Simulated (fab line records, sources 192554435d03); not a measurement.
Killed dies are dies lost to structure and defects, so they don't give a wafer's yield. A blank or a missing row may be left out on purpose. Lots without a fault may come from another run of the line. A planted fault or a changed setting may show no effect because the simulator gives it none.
fab line records | flow n5_finfet
record lots=6 wafers=18 last_day=18
route steps=1938 shown BEOL_M4@1091 PASSIVATION@1936
lots that met no fault: from a run of the same line without faults
start_h: hours from the record's first day to the start of the lot's first wafer shown | wait_h: hours since the lot's step before | " the same as in the row above | L1.1+2: a row that stands for several wafers | - no value, or no start given | * or withheld: withheld | < > ~ a bound
route shown NAME@n: a module of which the file shows steps, and the number in the route of the first | usual: mean/standard deviation of fault-free wafers | same: alike in all rows | chamber/n: place in a boat | sites: the reading at each site | _std_site: their standard deviation | _edge_site: outer sites' mean less inner sites' | radius_mm: how far each site lies from the wafer's centre | mask NAME#n: copy n | behind: the tool/chamber that last shaped the wafer | hold: why the lot was held/for how many hours/how that ended | device: the transistor (n, p or np) that didn't switch | end of line: the same wafers' tests at the end of the route | a step without rows: its recipe alone | killed: dies lost to structure and defects at the first sort, not the wafer's yield | map: a wafer's dies, x killed, . not, _ none there
set.NAME: the setting as run; set.NAME@STEP: as run at that earlier step | model.NAME: the simulator's own value behind a step, which no gauge read
lots at some steps of the route; a table a step, a row a wafer
services: from which hour (start_h, from the record's first day; less than 0 if before it) a tool's chamber was out of use, for how many hours, and why
## steps
# step N5_BEOL_M4_ANNEAL_87
# recipe temp_c=400 time_s=240 ambient=vacuum
# step N5_BEOL_M4_SPUTTER_88
# recipe material=Cu target_thk_a=45 temp_c=-20 chamber_pressure_pa=0.07 power_w=withheld time_s=8.29
# step N5_BEOL_M4_ANNEAL_89
# recipe temp_c=400 time_s=240 ambient=vacuum
# step N5_BEOL_M4_SPUTTER_90
# recipe material=Cu target_thk_a=45 temp_c=-20 chamber_pressure_pa=0.07 power_w=withheld time_s=8.29
# usual throttle_valve_pct=29.8/0.8
# columns lot.wafer tool chamber start_h wait_h throttle_valve_pct
L680.4 pvd_sputter-01 - 249.80 0.1 30.3
L680.5 " - " " 30.3
L680.6 " - " " 29.9
L683.2 pvd_sputter-02 - 274.92 0.1 29.7
L683.3 " - " " 29.7
L683.6 " - " " 29.5
L689.1 pvd_sputter-01 - 304.87 0.1 30.1
L689.2 " - " " 28.8
L689.5 " - " " 29.9
L691.1 pvd_sputter-02 - 306.41 0.1 29.8
L691.2 " - " " 29.9
L691.4 " - " " 30.1
L690.1 pvd_sputter-01 - 306.97 0.1 28.7
L690.3 " - " " 30.5
L690.4 " - " " 28.5
L692.3 pvd_sputter-03 - 316.94 0.1 30.5
L692.4 " - " " 28.6
L692.6 " - " " 30.5
# step N5_BEOL_M4_ANNEAL_91
# recipe temp_c=400 time_s=240 ambient=vacuum
# usual heater_power_w=845/57
# columns lot.wafer tool chamber start_h wait_h heater_power_w
L680.4 pvd_sputter-01 - 249.88 0.0 772
L680.5 " - " " 884
L680.6 " - " " 760
L683.2 pvd_sputter-02 - 275.00 0.0 897
L683.3 " - " " 771
L683.6 " - " " 792
L689.1 pvd_sputter-01 - 304.95 0.0 867
L689.2 " - " " 890
L689.5 " - " " 758
L691.1 pvd_sputter-02 - 306.50 0.0 805
L691.2 " - " " 910
L691.4 " - " " 858
L690.1 pvd_sputter-01 - 307.05 0.0 884
L690.3 " - " " 881
L690.4 " - " " 918
L692.3 pvd_sputter-03 - 317.02 0.0 850
L692.4 " - " " 898
L692.6 " - " " 832
# step N5_BEOL_M4_SPUTTER_92
# recipe material=Cu target_thk_a=45 temp_c=-20 chamber_pressure_pa=0.07 power_w=withheld time_s=8.29
# step N5_BEOL_M4_ANNEAL_93
# recipe temp_c=400 time_s=240 ambient=vacuum
# usual heater_power_w=844/59
# columns lot.wafer tool chamber start_h wait_h heater_power_w
L680.4 pvd_sputter-01 - 250.10 0.0 792
L680.5 " - " " 865
L680.6 " - " " 775
L683.2 pvd_sputter-02 - 275.22 0.0 906
L683.3 " - " " 770
L683.6 " - " " 794
L689.1 pvd_sputter-01 - 305.17 0.0 847
L689.2 " - " " 892
L689.5 " - " " 785
L691.1 pvd_sputter-02 - 306.74 0.0 780
L691.2 " - " " 892
L691.4 " - " " 848
L690.1 pvd_sputter-01 - 307.27 0.0 859
L690.3 " - " " 889
L690.4 " - " " 943
L692.3 pvd_sputter-03 - 317.24 0.0 851
L692.4 " - " " 921
L692.6 " - " " 833
# step N5_BEOL_M4_SPUTTER_94
# recipe material=Cu target_thk_a=45 temp_c=-20 chamber_pressure_pa=0.07 power_w=withheld time_s=8.29
# step N5_BEOL_M4_ANNEAL_95
# recipe temp_c=400 time_s=240 ambient=vacuum
# step N5_BEOL_M4_SPUTTER_96
# recipe material=Cu target_thk_a=45 temp_c=-20 chamber_pressure_pa=0.07 power_w=withheld time_s=8.29
# step N5_BEOL_M4_ECD_50
# recipe material=Cu target_thk_a=3000
# step N5_BEOL_M4_ANNEAL_51
# recipe temp_c=225 time_s=90 ambient=N2
# usual wafer_temp_C_max=225.9/0.4
# columns lot.wafer tool chamber start_h wait_h wafer_temp_C_max
L680.4 rtp_anneal-02 0 251.09 0.5 225.8
L680.5 " 0 " " 225.7
L680.6 " 0 " " 225.6
L683.2 rtp_anneal-01 0 275.83 0.1 226.5
L683.3 " 0 " " 226.3
L683.6 " 0 " " 226.4
L689.1 rtp_anneal-02 0 305.72 0.1 225.9
L689.2 " 0 " " 225.7
L689.5 " 0 " " 225.8
L691.1 rtp_anneal-02 0 307.43 0.1 225.4
L691.2 " 0 " " 225.5
L691.4 " 0 " " 225.5
L690.1 rtp_anneal-01 0 307.82 0.1 226.1
L690.3 " 0 " " 226.1
L690.4 " 0 " " 226.2
L692.3 rtp_anneal-02 0 317.89 0.1 225.9
L692.4 " 0 " " 225.4
L692.6 " 0 " " 226.1
# step N5_BEOL_M4_CMP_52
# recipe stop_on=SiOC t_overpolish_s=6.8 down_force_psi=1 platen_rpm=50 clearing_platen_down_force_psi=1.5 clearing_platen_rpm=50 post_cmp_clean=cu_alkaline target_thk_nm=40 clearing_platen_pad_velocity_m_s=0.99484 pad_velocity_m_s=0.99484
# usual barrier_field_endpoint_s=24.3/0.66 clearing_platen_down_force_psi=1.4999/0.0026 motor_current_A=5.9/0.77 overpolish_run_s=6.800/0.0093 retaining_ring_pressure_frac=1.000/0.0048 time_to_endpoint_s=61/3.6
# columns lot.wafer tool chamber start_h wait_h barrier_field_endpoint_s clearing_platen_down_force_psi motor_current_A overpolish_run_s retaining_ring_pressure_frac time_to_endpoint_s model.Cu_of_BEOL_M4_ECD_50.thk_nm model.SiO2_of_BEOL_M4_PECVD_72.thk_nm model.SiOC_of_BEOL_M4_ILD_DEP_00.thk_nm
L680.4 cmp-03 2 251.27 0.1 24.4 1.5035 6.6 6.805 0.992 60 38.4 0 75.8
L680.5 " 2 " " 24.4 1.5027 6.6 6.807 0.997 60 37.6 0 79
L680.6 " 3 " " 24.1 1.4960 5.6 6.797 0.993 62 40.6 0 76.6
L683.2 cmp-01 3 276.08 0.2 25.1 1.5001 5.2 6.804 1.005 64 39.2 0 75.4
L683.3 " 0 " " 24.5 1.5011 6.2 6.804 1.002 64 40.4 0 75.2
L683.6 " 3 " " 24.2 1.4981 5.1 6.807 1.006 67 39.8 0 77.4
L689.1 cmp-03 3 306.07 0.3 - - - - - - 297.8 15.6 78.4
L689.2 " 0 " " - - - - - - 300.8 15.4 79.4
L689.5 " 3 " " - - - - - - 301.2 15.6 80.2
L691.1 cmp-04 1 307.77 0.3 23.6 1.4991 4.7 6.800 1.005 59 37.4 0 72.4
L691.4 " 2 " " 24.0 1.5030 5.9 6.794 0.995 57 33.6 0 75.8
L691.2 " 3 " " 22.7 1.4987 5.6 6.797 1.001 51 37.8 0 74.4
L690.3 cmp-03 0 308.23 0.3 - - - - - - 300.2 15.6 77.6
L690.1 " 1 " " - - - - - - 302.2 15.6 75.8
L690.4 " 3 " " - - - - - - 298.4 16.2 78.8
L692.4 cmp-01 3 318.09 0.1 25.1 1.4975 5.0 6.818 1.005 66 40.8 0 77.4
L692.3 " 0 " " 24.8 1.4983 6.3 6.808 1.003 67 42.8 0 77
L692.6 " 0 " " 25.7 1.4940 5.9 6.796 1.000 65 40 0 77.4
# step N5_BEOL_M4_THK_MEAS_53
# recipe thk_meas_gauge=xrf reads=Cu_of_BEOL_M4_ECD_50
# usual M4_THK=39.0/1.9
# columns lot.wafer tool chamber start_h wait_h M4_THK[nm]
L680.4 film_metro-01 - 251.57 - 38.4
L680.5 " - " " 37.6
L680.6 " - " " 40.4
L683.2 film_metro-01 - 276.37 - 38.8
L683.3 " - " " 40.0
L683.6 " - " " 39.3
L689.1 film_metro-02 - 306.33 0.2 299.7
L689.2 " - " " 302.8
L689.5 " - " " 303.7
L691.1 film_metro-01 - 308.03 - 37.1
L691.2 " - " " 37.7
L691.4 " - " " 33.3
L690.1 film_metro-02 - 308.52 0.2 305.3
L690.3 " - " " 303.6
L690.4 " - " " 301.6
L692.3 film_metro-01 - 318.39 - 42.9
L692.4 " - " " 40.9
L692.6 " - " " 40.0
# step N5_BEOL_M4_PRE_CLEAN_60
# recipe gas=NH3/H2 time_s=15 temp_c=* rf_power_w=300
# usual heater_power_w=90/29
# columns lot.wafer tool chamber start_h wait_h heater_power_w
L680.4 cvd_co-01 0 251.62 0.1 129
L680.5 " 2 " " 51
L680.6 " 1 " " 124
L683.2 cvd_co-02 0 276.41 0.0 73
L683.3 " 2 " " 84
L683.6 " 1 " " 75
L689.1 cvd_co-01 1 306.37 0.0 126
L689.2 " 0 " " 129
L689.5 " 0 " " 127
L691.1 cvd_co-01 1 308.06 0.0 127
L691.2 " 2 " " 53
L691.4 " 0 " " 128
L690.1 cvd_co-01 2 308.56 0.0 50
L690.3 " 0 " " 132
L690.4 " 1 " " 128
L692.3 cvd_co-02 0 318.42 0.0 73
L692.4 " 0 " " 74
L692.6 " 2 " " 82
# step N5_BEOL_M4_CO_CAP_55
# recipe material=Co target_thk_a=20 temp_c=200 precursor=CCTBA/H2 pressure_torr=30 time_s=102.1
# step N5_BEOL_M4_PRE_CLEAN_56
# recipe gas=NH3 time_s=15 temp_c=withheld rf_power_w=300
# step N5_BEOL_M4_DEP_57
# recipe material=SiCN target_thk_a=80 temp_c=withheld precursor=3MS/NH3 pressure_torr=3 rf_w=202 time_s=14
# step N5_BEOL_M4_RS_MEAS_58
# recipe thk_meas_gauge=four-point-probe reads=Co_of_BEOL_M4_CO_CAP_55+Cu_of_BEOL_M4_ECD_50+Co_of_BEOL_M4_CVD_47+TaN_of_BEOL_M4_ALD_84
# usual M4_RS=0.69/0.042
# columns lot.wafer tool chamber start_h wait_h M4_RS[ohm/sq]
L680.4 film_metro-02 - 251.84 0.0 0.70
L680.5 " - " " 0.72
L680.6 " - " " 0.66
L683.2 film_metro-01 - 276.63 0.1 0.69
L683.3 " - " " 0.66
L683.6 " - " " 0.67
L689.1 film_metro-02 - 306.59 0.0 0.06
L689.2 " - " " 0.06
L689.5 " - " " 0.06
L691.1 film_metro-02 - 308.29 0.0 0.73
L691.2 " - " " 0.72
L691.4 " - " " 0.84
L690.1 film_metro-02 - 308.81 0.1 0.06
L690.3 " - " " 0.06
L690.4 " - " " 0.06
L692.3 film_metro-02 - 318.65 0.1 0.61
L692.4 " - " " 0.65
L692.6 " - " " 0.67
# step N5_BEOL_M4_INSPECT_59
# recipe inspect_instrument=darkfield mode=post_dep
# usual raw_defect_count=72/25
# columns lot.wafer tool chamber start_h wait_h raw_defect_count
L680.4 defect_inspect-01 - 251.86 0.0 57
L680.5 " - " " 81
L680.6 " - " " 84
L683.2 defect_inspect-02 - 276.66 0.0 46
L683.3 " - " " 83
L683.6 " - " " 39
L689.1 defect_inspect-02 - 306.61 0.0 5226
L689.2 " - " " 5156
L689.5 " - " " 5089
L691.1 defect_inspect-02 - 308.31 0.0 69
L691.2 " - " " 66
L691.4 " - " " 62
L690.1 defect_inspect-01 - 308.84 0.0 5041
L690.3 " - " " 5009
L690.4 " - " " 4989
L692.3 defect_inspect-01 - 318.67 0.0 75
L692.4 " - " " 76
L692.6 " - " " 65
# step N5_BEOL_M4_RC_MEAS_101
# usual DIBL_N=36.0/2.5 DIBL_P=36.2/3 IOFF_N=0.16/0.044 IOFF_P=0.21/0.049 ION_N=671/15 ION_P=461/8.7 SS_N=71.5/0.72 SS_P=73.4/0.9 VT_N=251/4.4 VT_P=-250/4
# columns lot.wafer tool chamber start_h wait_h DIBL_N[mV/V] DIBL_P[mV/V] IOFF_N[nA/um] IOFF_P[nA/um] ION_N[uA/um] ION_P[uA/um] SS_N[mV/dec] SS_P[mV/dec] VT_N[mV] VT_P[mV]
L680.4 prober-02 0 252.35 0.5 35.2 34.6 0.13 0.18 665 453 71.1 72.8 252 -253
L680.5 " 0 " " 34.5 33.7 0.12 0.16 666 456 71.1 71.6 255 -253
L680.6 " 0 " " 35.7 34.2 0.14 0.16 659 451 71.3 72.6 253 -256
L683.2 prober-01 0 276.84 0.2 37.9 39.9 0.19 0.25 694 472 71.8 74.0 245 -248
L683.3 " 0 " " 37.0 38.0 0.18 0.21 679 460 71.5 74.1 246 -252
L683.6 " 0 " " 34.7 34.5 0.12 0.16 667 456 71.2 72.4 253 -253
L691.1 prober-01 0 308.34 0.0 39.0 39.1 0.20 0.29 666 460 72.7 74.2 248 -248
L691.2 " 0 " " 35.8 35.5 0.15 0.20 658 457 71.9 72.7 252 -250
L691.4 " 0 " " 35.1 34.9 0.14 0.19 684 470 70.8 73.6 250 -250
L692.3 prober-02 0 319.01 0.3 30.4 29.3 0.07 0.10 638 438 70.0 71.8 261 -263
L692.4 " 0 " " 35.3 35.9 0.12 0.18 662 456 71.2 73.4 256 -255
L692.6 " 0 " " 33.7 33.6 0.11 0.14 660 453 71.0 73.0 256 -258
# step N5_PASSIVATION_PROBE_49
# usual defect_limited_yield=91.7/1.4 killed_at_M0_to_M3=31/11 killed_at_M4_up=13/4.6 killed_at_contacts=13/6.7 killed_at_front_end=39/9.6 killed_at_other=3.5/2.8 killed_dies=98/16 killed_on_rim=13/4.2 killed_open=64/11 killed_short=33/8.5 sort_bin_5_function=4.9/0.96 sort_bin_6_memory=3.1/0.59 sort_bin_8_speed=0.2/1.3 sort_n_pass=1080/23
# same gross_dies=1180 killed_at_back_side=0 sort_bin_4_leakage[%]=0
# columns lot.wafer tool chamber start_h wait_h defect_limited_yield[%] killed_at_M0_to_M3 killed_at_M4_up killed_at_contacts killed_at_front_end killed_at_other killed_dies killed_on_rim killed_open killed_short sort_bin_5_function[%] sort_bin_6_memory[%] sort_bin_8_speed[%] sort_n_pass
L680.4 prober-01 - 348.04 0.2 92.1 43 10 17 20 3 93 15 59 30 5.0 2.5 0.2 1087
L680.5 prober-01 - 348.09 0.2 91.6 37 15 3 41 3 99 16 68 29 4.7 3.4 0.1 1081
L680.6 prober-01 - 348.14 0.3 92.8 34 9 11 28 3 85 7 65 20 3.8 3.2 0 1095
L683.2 prober-01 - 377.99 0.1 89.9 49 14 26 27 3 119 13 79 40 5.7 3.8 0 1061
L683.3 prober-01 - 378.04 0.1 92.5 33 13 12 26 5 89 16 60 29 5.2 2.2 0 1091
L683.6 prober-01 - 378.19 0.3 93.1 19 10 16 31 5 81 8 47 34 3.7 2.8 0 1099
L691.1 prober-01 - 410.81 0.0 93.1 29 11 13 28 1 82 9 54 27 4.3 2.4 0 1098
L691.2 prober-01 - 410.86 0.1 91.5 26 17 14 43 0 100 11 60 38 4.8 3.1 0 1080
L691.4 prober-01 - 410.96 0.2 92.4 19 10 11 46 4 90 18 64 24 4.0 3.6 0 1090
L690.1 prober-01 - 414.07 0.0 0 45 1076 11 44 4 1180 152 66 44 5.4 3.7 0 0
L690.3 prober-01 - 414.17 0.1 0 54 1073 18 32 3 1180 152 80 44 6.3 3.9 0 0
L690.4 prober-01 - 414.22 0.2 0 48 1071 7 54 0 1180 152 71 42 5.1 4.2 0 0
L689.1 prober-01 - 414.37 0.2 0 28 1073 24 50 5 1180 152 86 31 6.4 3.1 0 0
L689.2 prober-01 - 414.42 0.2 0 29 1093 7 48 3 1180 152 78 28 5.5 3.3 0 0
L689.5 prober-01 - 414.57 0.4 0 21 1110 11 34 4 1180 152 66 19 4.7 2.4 0 0
L692.3 prober-01 - 422.98 0.1 92.2 24 6 9 39 14 92 12 61 31 5.2 2.6 0.2 1086
L692.4 prober-01 - 423.03 0.2 92.0 25 12 16 39 2 94 3 62 32 5.1 2.4 0 1086
L692.6 prober-01 - 423.13 0.3 90.2 16 17 15 63 5 116 19 73 34 5.3 3.3 0 1064
# killed by level:class
L680.4 MOL_CONTACT_COAG:geometric_particle:open=15 BEOL_M0_SAQP:geometric_particle:short=12 BEOL_M3:geometric_particle:open=8 BEOL_M1:geometric_particle:open=6 BEOL_M2:geometric_particle:open=6 BEOL_M4:geometric_particle:open=6 FIN_SAQP:geometric_particle:open=4 FIN_SAQP:geometric_particle:short=4
L680.5 BEOL_M3:geometric_particle:open=13 FIN_SAQP:geometric_particle:short=11 FIN_SAQP:geometric_particle:open=9 BEOL_M0_SAQP:geometric_particle:open=8 BEOL_M1:geometric_particle:open=7 BEOL_M4:geometric_particle:open=7 STI_FIN_REVEAL:geometric_particle:open=5 GATE_CUT:geometric_particle:open=4
L680.6 MOL_CONTACT_COAG:geometric_particle:open=9 BEOL_M1:geometric_particle:open=9 FIN_SAQP:geometric_particle:open=8 BEOL_M0_SAQP:geometric_particle:open=6 BEOL_M2:geometric_particle:open=6 STI_FIN_REVEAL:geometric_particle:open=5 BEOL_M4:geometric_particle:open=5 DUMMY_GATE:geometric_particle:open=4
L683.2 MOL_CONTACT_COAG:geometric_particle:open=23 BEOL_M2:geometric_particle:open=16 BEOL_M0_SAQP:geometric_particle:short=13 BEOL_M0_SAQP:geometric_particle:open=10 FIN_SAQP:geometric_particle:short=7 FIN_SAQP:geometric_particle:open=6 DUMMY_GATE:geometric_particle:open=6 BEOL_M2:geometric_particle:short=5
L683.3 BEOL_M2:geometric_particle:open=12 MOL_CONTACT_COAG:geometric_particle:open=10 BEOL_M4:geometric_particle:open=8 FIN_SAQP:geometric_particle:short=5 BEOL_M0_SAQP:geometric_particle:open=5 BEOL_M1:geometric_particle:open=5 STI_FIN_REVEAL:geometric_particle:open=4 FIN_SAQP:geometric_particle:open=3
L683.6 MOL_CONTACT_COAG:geometric_particle:open=11 DUMMY_GATE:geometric_particle:open=6 MOL_CONTACT_COAG:geometric_particle:short=5 BEOL_M3:geometric_particle:short=5 FIN_SAQP:geometric_particle:open=4 FIN_SAQP:geometric_particle:short=4 GATE_CUT:geometric_particle:short=4 STI_FIN_REVEAL:geometric_particle:open=3
L691.1 BEOL_M0_SAQP:geometric_particle:open=11 MOL_CONTACT_COAG:geometric_particle:open=9 BEOL_M0_SAQP:geometric_particle:short=8 FIN_SAQP:geometric_particle:open=7 BEOL_M4:geometric_particle:open=6 MOL_CONTACT_COAG:geometric_particle:short=4 BEOL_M2:geometric_particle:open=4 FIN_SAQP:geometric_particle:short=3
L691.2 MOL_CONTACT_COAG:geometric_particle:open=11 FIN_SAQP:geometric_particle:short=10 BEOL_M1:geometric_particle:open=8 STI_FIN_REVEAL:geometric_particle:open=7 BEOL_M4:geometric_particle:open=6 GATE_CUT:geometric_particle:open=5 BEOL_M0_SAQP:geometric_particle:short=5 BEOL_M5:geometric_particle:open=4
L691.4 FIN_SAQP:geometric_particle:open=15 STI_FIN_REVEAL:geometric_particle:open=10 MOL_CONTACT_COAG:geometric_particle:open=10 FIN_SAQP:geometric_particle:short=6 BEOL_M1:geometric_particle:open=6 BEOL_M0_SAQP:geometric_particle:short=4 BEOL_M3:geometric_particle:open=4 GATE_CUT:geometric_particle:short=3
L690.1 BEOL_M4:area_cmp=1069 BEOL_M3:geometric_particle:open=16 FIN_SAQP:geometric_particle:short=15 FIN_SAQP:geometric_particle:open=10 BEOL_M0_SAQP:geometric_particle:short=10 BEOL_M0_SAQP:geometric_particle:open=8 MOL_CONTACT_COAG:geometric_particle:short=6 MOL_CONTACT_COAG:geometric_particle:open=5
L690.3 BEOL_M4:area_cmp=1055 BEOL_M1:geometric_particle:open=22 MOL_CONTACT_COAG:geometric_particle:open=16 BEOL_M0_SAQP:geometric_particle:short=16 FIN_SAQP:geometric_particle:open=8 FIN_SAQP:geometric_particle:short=8 STI_FIN_REVEAL:geometric_particle:open=4 BEOL_M0_SAQP:geometric_particle:open=4
L690.4 BEOL_M4:area_cmp=1066 FIN_SAQP:geometric_particle:open=16 BEOL_M0_SAQP:geometric_particle:short=15 BEOL_M0_SAQP:geometric_particle:open=14 STI_FIN_REVEAL:geometric_particle:open=9 BEOL_M1:geometric_particle:open=8 FIN_SAQP:geometric_particle:short=7 BEOL_M3:geometric_particle:open=5
L689.1 BEOL_M4:area_cmp=1063 STI_FIN_REVEAL:geometric_particle:open=18 MOL_CONTACT_COAG:geometric_particle:open=16 FIN_SAQP:geometric_particle:open=10 MOL_CONTACT_COAG:geometric_particle:short=8 BEOL_M3:geometric_particle:open=7 BEOL_M4:geometric_particle:open=7 BEOL_M2:geometric_particle:open=6
L689.2 BEOL_M4:area_cmp=1074 STI_FIN_REVEAL:geometric_particle:open=20 BEOL_M4:geometric_particle:open=12 FIN_SAQP:geometric_particle:open=10 BEOL_M0:geometric_particle:short=7 MOL_CONTACT_COAG:geometric_particle:open=7 FIN_SAQP:geometric_particle:short=5 BEOL_M0_SAQP:geometric_particle:open=5
L689.5 BEOL_M4:area_cmp=1094 STI_FIN_REVEAL:geometric_particle:open=9 MOL_CONTACT_COAG:geometric_particle:open=9 BEOL_M4:geometric_particle:open=9 BEOL_M2:geometric_particle:open=8 FIN_SAQP:geometric_particle:open=5 BEOL_M3:geometric_particle:open=5 STI_FIN_REVEAL:geometric_particle:short=5
L692.3 STI_FIN_REVEAL:geometric_particle:open=10 PASS1_CAP:geometric_particle:short=10 FIN_SAQP:geometric_particle:open=9 FIN_SAQP:geometric_particle:short=9 MOL_CONTACT_COAG:geometric_particle:open=8 BEOL_M0_SAQP:geometric_particle:open=6 BEOL_M1:geometric_particle:open=6 BEOL_M3:geometric_particle:open=5
L692.4 STI_FIN_REVEAL:geometric_particle:open=15 MOL_CONTACT_COAG:geometric_particle:open=10 FIN_SAQP:geometric_particle:open=6 MOL_CONTACT_COAG:geometric_particle:short=6 BEOL_M3:geometric_particle:open=6 BEOL_M0_SAQP:geometric_particle:open=5 FIN_SAQP:geometric_particle:short=4 STI_FIN_REVEAL:geometric_particle:short=4
L692.6 STI_FIN_REVEAL:geometric_particle:open=14 FIN_SAQP:geometric_particle:short=12 MOL_CONTACT_COAG:geometric_particle:open=10 BEOL_M5:geometric_particle:open=10 FIN_SAQP:geometric_particle:open=9 HKMG_FIN:area_etch=9 MOL_CONTACT_COAG:geometric_particle:short=5 ILD0:geometric_particle:open=4
# map L689.1 (x killed, . not)
_________________xxxxxxxxxxxx________________
______________xxxxxxxxxxxxxxxxxx_____________
___________xxxxxxxxxxxxxxxxxxxxxxxx__________
__________xxxxxxxxxxxxxxxxxxxxxxxxxx_________
________xxxxxxxxxxxxxxxxxxxxxxxxxxxxxx_______
_______xxxxxxxxxxxxxxxxxxxxxxxxxxxxxxxx______
______xxxxxxxxxxxxxxxxxxxxxxxxxxxxxxxxxx_____
_____xxxxxxxxxxxxxxxxxxxxxxxxxxxxxxxxxxxx____
____xxxxxxxxxxxxxxxxxxxxxxxxxxxxxxxxxxxxxx___
___xxxxxxxxxxxxxxxxxxxxxxxxxxxxxxxxxxxxxxxx__
___xxxxxxxxxxxxxxxxxxxxxxxxxxxxxxxxxxxxxxxx__
__xxxxxxxxxxxxxxxxxxxxxxxxxxxxxxxxxxxxxxxxxx_
__xxxxxxxxxxxxxxxxxxxxxxxxxxxxxxxxxxxxxxxxxx_
_xxxxxxxxxxxxxxxxxxxxxxxxxxxxxxxxxxxxxxxxxxxx
_xxxxxxxxxxxxxxxxxxxxxxxxxxxxxxxxxxxxxxxxxxxx
_xxxxxxxxxxxxxxxxxxxxxxxxxxxxxxxxxxxxxxxxxxxx
_xxxxxxxxxxxxxxxxxxxxxxxxxxxxxxxxxxxxxxxxxxxx
_xxxxxxxxxxxxxxxxxxxxxxxxxxxxxxxxxxxxxxxxxxxx
_xxxxxxxxxxxxxxxxxxxxxxxxxxxxxxxxxxxxxxxxxxxx
_xxxxxxxxxxxxxxxxxxxxxxxxxxxxxxxxxxxxxxxxxxxx
_xxxxxxxxxxxxxxxxxxxxxxxxxxxxxxxxxxxxxxxxxxxx
__xxxxxxxxxxxxxxxxxxxxxxxxxxxxxxxxxxxxxxxxxx_
__xxxxxxxxxxxxxxxxxxxxxxxxxxxxxxxxxxxxxxxxxx_
___xxxxxxxxxxxxxxxxxxxxxxxxxxxxxxxxxxxxxxxx__
___xxxxxxxxxxxxxxxxxxxxxxxxxxxxxxxxxxxxxxxx__
____xxxxxxxxxxxxxxxxxxxxxxxxxxxxxxxxxxxxxx___
_____xxxxxxxxxxxxxxxxxxxxxxxxxxxxxxxxxxxx____
______xxxxxxxxxxxxxxxxxxxxxxxxxxxxxxxxxx_____
_______xxxxxxxxxxxxxxxxxxxxxxxxxxxxxxxx______
________xxxxxxxxxxxxxxxxxxxxxxxxxxxxxx_______
__________xxxxxxxxxxxxxxxxxxxxxxxxxx_________
___________xxxxxxxxxxxxxxxxxxxxxxxx__________
______________xxxxxxxxxxxxxxxxxx_____________
_________________xxxxxxxxxxxx________________
# map L690.1 (x killed, . not)
_________________xxxxxxxxxxxx________________
______________xxxxxxxxxxxxxxxxxx_____________
___________xxxxxxxxxxxxxxxxxxxxxxxx__________
__________xxxxxxxxxxxxxxxxxxxxxxxxxx_________
________xxxxxxxxxxxxxxxxxxxxxxxxxxxxxx_______
_______xxxxxxxxxxxxxxxxxxxxxxxxxxxxxxxx______
______xxxxxxxxxxxxxxxxxxxxxxxxxxxxxxxxxx_____
_____xxxxxxxxxxxxxxxxxxxxxxxxxxxxxxxxxxxx____
____xxxxxxxxxxxxxxxxxxxxxxxxxxxxxxxxxxxxxx___
___xxxxxxxxxxxxxxxxxxxxxxxxxxxxxxxxxxxxxxxx__
___xxxxxxxxxxxxxxxxxxxxxxxxxxxxxxxxxxxxxxxx__
__xxxxxxxxxxxxxxxxxxxxxxxxxxxxxxxxxxxxxxxxxx_
__xxxxxxxxxxxxxxxxxxxxxxxxxxxxxxxxxxxxxxxxxx_
_xxxxxxxxxxxxxxxxxxxxxxxxxxxxxxxxxxxxxxxxxxxx
_xxxxxxxxxxxxxxxxxxxxxxxxxxxxxxxxxxxxxxxxxxxx
_xxxxxxxxxxxxxxxxxxxxxxxxxxxxxxxxxxxxxxxxxxxx
_xxxxxxxxxxxxxxxxxxxxxxxxxxxxxxxxxxxxxxxxxxxx
_xxxxxxxxxxxxxxxxxxxxxxxxxxxxxxxxxxxxxxxxxxxx
_xxxxxxxxxxxxxxxxxxxxxxxxxxxxxxxxxxxxxxxxxxxx
_xxxxxxxxxxxxxxxxxxxxxxxxxxxxxxxxxxxxxxxxxxxx
_xxxxxxxxxxxxxxxxxxxxxxxxxxxxxxxxxxxxxxxxxxxx
__xxxxxxxxxxxxxxxxxxxxxxxxxxxxxxxxxxxxxxxxxx_
__xxxxxxxxxxxxxxxxxxxxxxxxxxxxxxxxxxxxxxxxxx_
___xxxxxxxxxxxxxxxxxxxxxxxxxxxxxxxxxxxxxxxx__
___xxxxxxxxxxxxxxxxxxxxxxxxxxxxxxxxxxxxxxxx__
____xxxxxxxxxxxxxxxxxxxxxxxxxxxxxxxxxxxxxx___
_____xxxxxxxxxxxxxxxxxxxxxxxxxxxxxxxxxxxx____
______xxxxxxxxxxxxxxxxxxxxxxxxxxxxxxxxxx_____
_______xxxxxxxxxxxxxxxxxxxxxxxxxxxxxxxx______
________xxxxxxxxxxxxxxxxxxxxxxxxxxxxxx_______
__________xxxxxxxxxxxxxxxxxxxxxxxxxx_________
___________xxxxxxxxxxxxxxxxxxxxxxxx__________
______________xxxxxxxxxxxxxxxxxx_____________
_________________xxxxxxxxxxxx________________
## services
# columns tool chamber start_h hours kind
cmp-01 - 241.18 2.2 pm
cmp-01 - 243.90 4.0 pm
cmp-01 - 247.90 - consumable_replace:conditioner
cmp-01 - 247.90 - consumable_replace:pad
cmp-04 - 248.72 3.4 repair
cmp-01 - 260.80 0.8 repair
cmp-04 - 269.35 4.0 pm
cmp-04 - 273.35 - consumable_replace:conditioner
cmp-04 - 273.35 - consumable_replace:pad
cmp-03 - 281.13 8.0 repair
cmp-04 - 284.46 6.0 pm
## key
first_sign step=N5_BEOL_M4_CMP_52 reading=tool_record direction=missing
effect step=N5_BEOL_M4_THK_MEAS_53 reading=M4_THK direction=up sigmas=99+ usual=39.0 struck=302.8
effect step=N5_BEOL_M4_RS_MEAS_58 reading=M4_RS direction=down sigmas=15 usual=0.69 struck=0.06
effect step=N5_BEOL_M4_INSPECT_59 reading=raw_defect_count direction=up sigmas=99+ usual=72 struck=5085
effect step=N5_PASSIVATION_PROBE_49 reading=killed_at_M4_up direction=up sigmas=99+ usual=13 struck=1083
model_effect step=N5_BEOL_M4_CMP_52 value=Cu_of_BEOL_M4_ECD_50.thk_nm without=39.97 struck=300.1
more_kills_born_at N5_BEOL_M4_CMP_52@cmp-03=6421
met_at N5_BEOL_M4_CMP_52
struck_wafers L689.1,L689.2,L689.5,L690.1,L690.3,L690.4
later_rows_left_out L689.1,L689.2,L689.5,L690.1,L690.3,L690.4
onset_between 251.27 306.07
fault kind=skipped_step_whole tool=cmp-03 chamber=- onset_h=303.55 steps=N5_BEOL_M4_CMP_52 scope=struck_lots_only
# later_rows_left_out: the simulator's readings of these wafers behind a module that went badly wrong aren't trusted and aren't shown, but for the sort
